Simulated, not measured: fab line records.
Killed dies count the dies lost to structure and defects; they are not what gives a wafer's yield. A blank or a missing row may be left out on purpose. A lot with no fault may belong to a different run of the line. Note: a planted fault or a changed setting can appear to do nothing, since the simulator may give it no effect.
Problem report in the 8D (eight disciplines) form, filled by code / flow nandHarc / the parts of the form that need people (team, actions taken, sign-off) are left out

== 1. THE PROBLEM ==
Wafers without a fault read 188.43 W, standard deviation 0.12; heaterPowerTotalW at NHARC_A_CONTACT_SOFTBAKE_64 reads a mean of 195.78 W on 6 wafers belonging to 2 lots. Measured from the usual mean, that is +61 standard deviations.
The step: time 55 s.
First seen on wafer L821.1, day 24 06:00, on lithoTrack-06. At this step, 39 wafers from 13 lots have a number in the record. The rule behind "out" and "out of limits": a value lying over 4 standard deviations away from the usual mean. The rest of the wafers with a number are treated as sound.

== 2. WHAT IT IS AND WHAT IT IS NOT ==
question=which readings at this step | is=heaterPowerTotalW | is not=-
question=which lots | is=L821, L825 | is not=L815, L816, L818, L829, L830, L831, L832, L833, L834, L835, L836
question=which wafers of those lots | is=all that have a number | is not=-
question=read on which tools | is=lithoTrack-06 | is not=lithoTrack-01, lithoTrack-04
question=when | is=from day 24 06:00 | is not=up to then (9 sound wafers); but 24 sound wafers of L829, L830, L831, L832, L833, L834, L835, L836 came after

== 3. WHAT RULES OUT EACH SUSPECT ==
Counting: any tool at a process step up to the reading is kept as a suspect provided that every lot that is out went through it and no sound lot did after the first of them.
- harCapEtch-03 at NHARC_A_CONTACT_ETCH_121 (etches the open film in C4F8/O2/Ar, time 190 s, target depth 1850 nm): ruled out as a lasting fault. The sound lots L833, L836 went through it after L821, its earliest lot that is out (day 24 00:14).
- aclDep-02 at NHARC_A_CONTACT_DEP_57 (deposits aC, target thk 5300 nm): ruled out as a lasting fault. The sound lots L833 went through it after L821, its earliest lot that is out (day 24 02:42).
- lithoTrack-06 at NHARC_A_CONTACT_SOFTBAKE_64 (time 55 s): ruled out as a lasting fault. The sound lots L832, L836 went through it after L821, its earliest lot that is out (day 24 06:00).
Left after counting: nothing in the record.

== 4. THE CAUSE (what the simulator had put in) ==
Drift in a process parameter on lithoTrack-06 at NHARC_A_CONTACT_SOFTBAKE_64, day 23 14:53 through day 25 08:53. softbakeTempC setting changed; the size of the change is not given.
Counting ruled it out, wrongly.

== 5. SEQUENCE OF EFFECTS, ordered by route ==
One row per reading whose mean, taken over the struck wafers that have a number, lies over 3 standard deviations from the usual. Only readings for which the record gives a usual standard deviation are gone through. hours: the time from each lot's start at the first step in this table that gives one to its start at this step, as a median over the lots. sigmas: the change in usual standard deviations.
hours=0; step=NHARC_A_CONTACT_SOFTBAKE_64; reading=heaterPowerTotalW; usual=188.43 W; on struck wafers=195.78; change=+7.35; sigmas=+61
The process steps in it:
- NHARC_A_CONTACT_SOFTBAKE_64: time 55 s.
At these later measuring or inspecting steps, every struck wafer for which the step has a row has a number for every such reading, and none has moved that far: NHARC_END_SORT_01.

== 6. HOW IT WOULD HAVE BEEN CAUGHT EARLIER ==
In this record no reading fell out of limits until day 24 06:00, 15 hours after the fault had begun at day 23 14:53.
